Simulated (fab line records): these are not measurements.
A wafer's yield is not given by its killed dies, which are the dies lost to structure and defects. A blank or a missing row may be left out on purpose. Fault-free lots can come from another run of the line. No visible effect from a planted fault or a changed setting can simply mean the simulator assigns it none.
The tool behind it: which one?	flow n5_finfet	10 lots with 30 wafers sampled at 2 steps, on a route of 1938 steps

== WHAT THE GAUGES SHOWED, per wafer ==
N5_BEOL_M6_RS_MEAS_57: measures by four-point-probe.
lot	measured	on	M6_RS (ohm/sq)
L075	day 9 15:56	film_metro-01	0.263 0.292 0.274
L077	day 10 05:42	film_metro-01	0.286 0.304 0.279
L078	day 10 11:29	film_metro-01	0.266 0.287 0.290
L081	day 11 04:44	film_metro-01	0.293 0.300 0.286
L085	day 11 19:35	film_metro-01	0.284 0.303 0.287
L088	day 12 02:57	film_metro-02	0.285 0.287 0.279
L089	day 13 01:49	film_metro-02	0.293 0.294 0.290
L092	day 14 03:53	film_metro-01	0.304 0.288 0.281
L093	day 14 05:56	film_metro-02	0.273 0.279 0.273
L097	day 15 05:47	film_metro-01	0.288 0.295 0.290

== WHAT TOOL EACH LOT RAN ON (gives the tool, then ch and the chambers of the sampled wafers, and finally the start) ==
lot	N5_BEOL_M6_DEGAS_44
L075	pvd_sputter-02, day 9 14:07
L077	pvd_sputter-01, day 10 03:54
L078	pvd_sputter-03, day 10 09:16
L081	pvd_sputter-01, day 11 02:34
L085	pvd_sputter-02, day 11 17:13
L088	pvd_sputter-03, day 12 00:07
L089	pvd_sputter-03, day 12 21:56
L092	pvd_sputter-03, day 14 02:02
L093	pvd_sputter-01, day 14 03:17
L097	pvd_sputter-03, day 15 04:02
- N5_BEOL_M6_DEGAS_44: time 60 s.

== THE ANSWER, worked out from the rows above alone ==
Rule: usual is defined by the lots themselves. Put in order of their means at a reading, lots are off if they are a third of the lots or fewer, leave a main group of 4 or more, and stand apart from it by a gap of 3 or more times the standard deviation of the main group's means; of several such gaps the widest counts. If all means in a main group match to the digits the tables above print for the reading, that group is not used. A lot without any number at a reading at which 4 lots or more have one is off too. Any other lot the step has rows for is counted as sound.
Nothing can be told from this: no lot is off at any reading shown.

== WHAT THE SIMULATOR PUT IN ==
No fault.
